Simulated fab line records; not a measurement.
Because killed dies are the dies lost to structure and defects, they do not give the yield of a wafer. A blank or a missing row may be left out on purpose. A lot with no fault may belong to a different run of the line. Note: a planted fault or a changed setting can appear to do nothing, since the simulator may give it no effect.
Chamber matching || flow n5_finfet || 4 sister chambers for N5_BEOL_M5_ETCH_72 on rie_diel-02
The step etches underlayer in N2/H2, target depth 6.5 nm, time 5.2 s. 4 wafers are shown with their chamber, then 8 later ones without.

== WAFERS PAIRED WITH THEIR CHAMBERS ==
{"wafer": "L088.2", "chamber": 0, "drypump_motor_current_A (A)": 5.1}
{"wafer": "L089.1", "chamber": 3, "drypump_motor_current_A (A)": 5.6}
{"wafer": "L089.3", "chamber": 2, "drypump_motor_current_A (A)": 6.0}
{"wafer": "L091.1", "chamber": 1, "drypump_motor_current_A (A)": 5.6}

== WAFERS WHOSE CHAMBER IS MISSING ==
{"wafer": "L091.2", "drypump_motor_current_A (A)": 5.7}
{"wafer": "L091.4", "drypump_motor_current_A (A)": 6.0}
{"wafer": "L094.1", "drypump_motor_current_A (A)": 5.6}
{"wafer": "L094.2", "drypump_motor_current_A (A)": 5.6}
{"wafer": "L094.3", "drypump_motor_current_A (A)": 5.1}
{"wafer": "L096.1", "drypump_motor_current_A (A)": 5.6}
{"wafer": "L096.5", "drypump_motor_current_A (A)": 6.0}
{"wafer": "L096.6", "drypump_motor_current_A (A)": 5.6}

== THE CHAMBER EACH PASSED THROUGH ==
{"wafer": "L091.2", "from the rows above": "can't be placed: 1 or 3", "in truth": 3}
{"wafer": "L091.4", "from the rows above": 2, "in truth": 2}
{"wafer": "L094.1", "from the rows above": "can't be placed: 1 or 3", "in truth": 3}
{"wafer": "L094.2", "from the rows above": "can't be placed: 1 or 3", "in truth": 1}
{"wafer": "L094.3", "from the rows above": 0, "in truth": 0}
{"wafer": "L096.1", "from the rows above": "can't be placed: 1 or 3", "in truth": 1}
{"wafer": "L096.5", "from the rows above": 2, "in truth": 2}
{"wafer": "L096.6", "from the rows above": "can't be placed: 1 or 3", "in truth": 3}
Correctly placed: 3 of 8. Not placeable from these rows: 5 (in 5, the candidates include the true chamber). Wrongly placed: 0.
How it was worked out, from the rows above alone: a wafer's distance from a chamber is the root of the sum, over the readings, of the square of ((its reading less the chamber's mean) divided by the reading's scatter). The wafer belongs to the nearest chamber; if the next one is less than 2 further off, it can't be placed. Each chamber's mean is taken over the wafers shown for it. The scatter: with one shown wafer a chamber, the root of the mean of the squares of how far each hidden wafer lies from its nearest shown one.
